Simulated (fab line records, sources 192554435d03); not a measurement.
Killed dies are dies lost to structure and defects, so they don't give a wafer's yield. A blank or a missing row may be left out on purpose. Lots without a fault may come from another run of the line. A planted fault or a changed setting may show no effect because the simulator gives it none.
Chamber matching | flow n5_finfet | N5_DUMMY_GATE_TRIM_49 on rie_si-03: 4 sister chambers
The step chemistry O2, time 29 s, target cd 14 nm. 20 wafers are shown with their chamber, then 10 later ones without.

WAFERS WITH THEIR CHAMBER
wafer  | chamber | drypump_motor_current_A (A) | throttle_valve_pct (%) | oes_product_au (a.u.)
L074.2 | 2       | 6.7                         | 8.13                   | 0.976
L074.3 | 0       | 5.4                         | 8.14                   | 1.009
L074.6 | 0       | 5.4                         | 8.14                   | 1.009
L077.3 | 1       | 6.0                         | 8.18                   | 0.997
L077.5 | 1       | 6.0                         | 8.17                   | 1.012
L077.6 | 2       | 6.7                         | 8.13                   | 0.978
L078.1 | 2       | 6.7                         | 8.13                   | 0.968
L078.2 | 0       | 5.5                         | 8.15                   | 1.003
L078.3 | 3       | 5.4                         | 8.06                   | 1.015
L078.4 | 1       | 6.0                         | 8.17                   | 0.995
L078.5 | 3       | 5.4                         | 8.07                   | 1.011
L078.6 | 2       | 6.7                         | 8.14                   | 0.977
L079.2 | 0       | 5.4                         | 8.15                   | 1.015
L079.4 | 3       | 5.4                         | 8.07                   | 1.012
L079.6 | 2       | 6.7                         | 8.12                   | 0.973
L085.2 | 0       | 5.5                         | 8.15                   | 1.011
L085.3 | 2       | 6.7                         | 8.13                   | 0.978
L085.6 | 0       | 5.5                         | 8.16                   | 1.001
L091.3 | 0       | 5.4                         | 8.15                   | 1.010
L091.4 | 3       | 5.4                         | 8.06                   | 1.020

SIGNATURES (means of the wafers above)
reading                 | chamber 0 | chamber 1 | chamber 2 | chamber 3 | scatter within a chamber
drypump_motor_current_A | 5.443     | 6.000     | 6.700     | 5.400     | 0.0327
throttle_valve_pct      | 8.1486    | 8.1733    | 8.1300    | 8.0650    | 0.00639
oes_product_au          | 1.00829   | 1.00133   | 0.97500   | 1.01450   | 0.00521
Rule: a wafer's distance from a chamber is the root of the sum, over the readings, of the square of ((its reading less the chamber's mean) divided by the reading's scatter). The wafer belongs to the nearest chamber; if the next one is less than 2 further off, it can't be placed. The scatter: the root of (the sum of the squares of (reading less its chamber's mean) over the shown wafers, divided by (wafers less chambers)).

WAFERS WITHOUT THEIR CHAMBER
wafer  | drypump_motor_current_A (A) | throttle_valve_pct (%) | oes_product_au (a.u.)
L091.6 | 6.7                         | 8.13                   | 0.978
L093.1 | 5.4                         | 8.06                   | 1.011
L093.2 | 6.7                         | 8.12                   | 0.973
L093.4 | 5.5                         | 8.14                   | 1.012
L094.1 | 5.4                         | 8.16                   | 1.015
L094.2 | 6.7                         | 8.13                   | 0.980
L094.3 | 5.4                         | 8.08                   | 1.001
L094.4 | 5.5                         | 8.15                   | 1.005
L094.5 | 6.7                         | 8.13                   | 0.978
L094.6 | 5.4                         | 8.07                   | 1.004

WHICH CHAMBER EACH WENT THROUGH
wafer  | from the rows above | in truth
L091.6 | 2                   | 2
L093.1 | 3                   | 3
L093.2 | 2                   | 2
L093.4 | 0                   | 0
L094.1 | 0                   | 0
L094.2 | 2                   | 2
L094.3 | 3                   | 3
L094.4 | 0                   | 0
L094.5 | 2                   | 2
L094.6 | 3                   | 3
Placed correctly: 10 of 10. Can't be placed from these rows: 0. Placed wrongly: 0.
